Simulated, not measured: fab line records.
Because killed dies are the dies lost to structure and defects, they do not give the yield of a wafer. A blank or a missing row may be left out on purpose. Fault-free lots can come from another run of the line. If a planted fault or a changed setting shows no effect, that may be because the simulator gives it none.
A lot that was struck, set against a sound lot / flow n5-finfet / 14 out of 1938 route steps
Sound: the wafers L794.2, L794.3, L794.6. Struck: wafers L803.2, L803.3 (left out: L803.1, a lot-mate that was not struck); the cause follows at the end.
Each step with rows lists, per side, the tool, then ch with its chambers, then its first start. Under that, the readings that differ: sound wafers / struck wafers / difference of the means / sigmas: that difference in standard deviations of wafers without a fault.
alike: readings whose means differ by less than 2 such deviations, and words and numbers that are the same on both sides. not compared: withheld readings, readings that some wafer has no value for, bounds like >300 that may hide the same value, and numbers for which the record gives no deviation and whose values overlap.
A row with sigmas, a row that says differs or no value, or rows on one side alone: a step with any of these is where the two part. When numbers do not overlap yet have no deviation, they are printed without sigmas and do not part them. Lack of a reading on every wafer of one side parts them only where that side has two or more wafers.

first, 3 steps without rows for these wafers: N5_BEOL_M15_PRECLEAN_39 (cleans in residue remover, time 60 s); N5_BEOL_M15_SRD_40 (time 30 s, dry time 30 s); N5_BEOL_M15_DEGAS_41 (time 60 s).
N5_BEOL_M15_PRE_CLEAN_42: time 30 s.
  sound on pvd-sputter-02 at day 15 00:24; struck on pvd-sputter-03 at day 16 23:48
  alike: heater-power-w
N5_BEOL_M15_SPUTTER_43: material TaN, target thk 15 nm, time 24.19 s.
  sound on pvd-sputter-02 at day 15 00:26; struck on pvd-sputter-03 at day 16 23:50
  alike: substrate-temp-c, throttle-valve-pct
N5_BEOL_M15_SPUTTER_44: material Ta, target thk 15 nm, time 24.19 s.
  sound on pvd-sputter-02 at day 15 00:31; struck on pvd-sputter-03 at day 16 23:55
  alike: substrate-temp-c, throttle-valve-pct
then, 2 steps without rows for these wafers: N5_BEOL_M15_SPUTTER_45 (material Cu, target thk 100 nm, time 16.67 s); N5_BEOL_M15_ECD_47 (material Cu, target thk 1860 nm).
N5_BEOL_M15_ANNEAL_48: time 90 s.
  sound on rtp-anneal-02 ch 0, day 15 01:23; struck on rtp-anneal-02 ch 0, day 17 00:32
  alike: wafer_temp_C_max
N5_BEOL_M15_CMP_49: polishes, stops on SiO2, t overpolish 4.9 s, target thk 850 nm.
  sound on cmp-04 ch 0,3, day 15 01:39; struck on cmp-03 ch 1,2, day 17 00:50
  alike: barrier-field-endpoint-s, clearing-platen-rpm, edge-zone-pressure-frac, motor-current-A, overpolish-run-s, retaining-ring-pressure-frac
N5_BEOL_M15_THK_MEAS_50: measures by xrf.
  sound on film-metro-01 at day 15 01:57; struck on film-metro-01 at day 17 01:08
  alike: M15_THK
then, 1 step without rows for these wafers: N5_BEOL_M15_PRE_CLEAN_52 (time 15 s).
N5_BEOL_M15_DEP_53: deposits SiCN from 3MS/NH3, target thk 50 nm, time 17.8 s.
  sound on pecvd-04 ch 0,1,2, day 15 02:01; struck on pecvd-02 ch 2, day 17 01:12
  alike: rf-fwd-power-W, showerhead-plenum-p-Torr, throttle-valve-pct
  not compared: model.SiCN_of_BEOL_M15_DEP_53.thk-nm
N5_BEOL_M15_RS_MEAS_54: the measuring method here is four-point-probe.
  sound on film-metro-02 at day 15 02:05; struck on film-metro-02 at day 17 01:17
  alike: M15_RS

== WHERE THEY PART ==
Nowhere in this record.

WHY: whatever the simulator had introduced
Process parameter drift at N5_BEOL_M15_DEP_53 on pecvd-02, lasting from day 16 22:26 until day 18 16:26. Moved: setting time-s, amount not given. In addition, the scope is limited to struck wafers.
